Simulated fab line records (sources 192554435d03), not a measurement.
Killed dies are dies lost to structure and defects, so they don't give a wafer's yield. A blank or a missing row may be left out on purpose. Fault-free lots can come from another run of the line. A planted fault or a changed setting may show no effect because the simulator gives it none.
Matching of chambers :: flow n5-finfet :: N5_BEOL_M0_SAQP_STRIP_108 on rie-diel-02: 4 sister chambers
The step strips in N2/H2. 4 wafers are shown with their chamber, then 12 later ones without.

EACH WAFER AND ITS CHAMBER
wafer: L080.4
chamber: 3
throttle-valve-pct (%): 19.51

wafer: L088.1
chamber: 1
throttle-valve-pct (%): 19.01

wafer: L088.3
chamber: 0
throttle-valve-pct (%): 19.16

wafer: L088.5
chamber: 2
throttle-valve-pct (%): 18.85

WAFERS WITH NO CHAMBER GIVEN
wafer: L090.1
throttle-valve-pct (%): 19.18

wafer: L090.2
throttle-valve-pct (%): 19.54

wafer: L090.4
throttle-valve-pct (%): 18.86

wafer: L091.2
throttle-valve-pct (%): 19.14

wafer: L091.4
throttle-valve-pct (%): 19.03

wafer: L091.5
throttle-valve-pct (%): 19.54

wafer: L095.3
throttle-valve-pct (%): 19.55

wafer: L095.4
throttle-valve-pct (%): 19.16

wafer: L095.5
throttle-valve-pct (%): 19.56

wafer: L096.2
throttle-valve-pct (%): 19.55

wafer: L096.3
throttle-valve-pct (%): 19.18

wafer: L096.5
throttle-valve-pct (%): 18.87

CHAMBER TAKEN BY EACH
wafer: L090.1
from the rows above: 0
in truth: 0

wafer: L090.2
from the rows above: 3
in truth: 3

wafer: L090.4
from the rows above: 2
in truth: 2

wafer: L091.2
from the rows above: 0
in truth: 0

wafer: L091.4
from the rows above: 1
in truth: 1

wafer: L091.5
from the rows above: 3
in truth: 3

wafer: L095.3
from the rows above: 3
in truth: 3

wafer: L095.4
from the rows above: 0
in truth: 0

wafer: L095.5
from the rows above: 3
in truth: 3

wafer: L096.2
from the rows above: 3
in truth: 3

wafer: L096.3
from the rows above: 0
in truth: 0

wafer: L096.5
from the rows above: 2
in truth: 2
Placed correctly: 12 of 12. Left unplaced by these rows: 0. Wrongly placed: 0.
How it was worked out, from the rows above alone: a wafer's distance from a chamber is the root of the sum, over the readings, of the square of ((its reading less the chamber's mean) divided by the reading's scatter). The wafer belongs to the nearest chamber; if the next one is less than 2 further off, it can't be placed. Each chamber's mean is taken over the wafers shown for it. The scatter (one wafer shown for each chamber): square how far every hidden wafer sits from the nearest shown wafer, average those squares and take the square root.
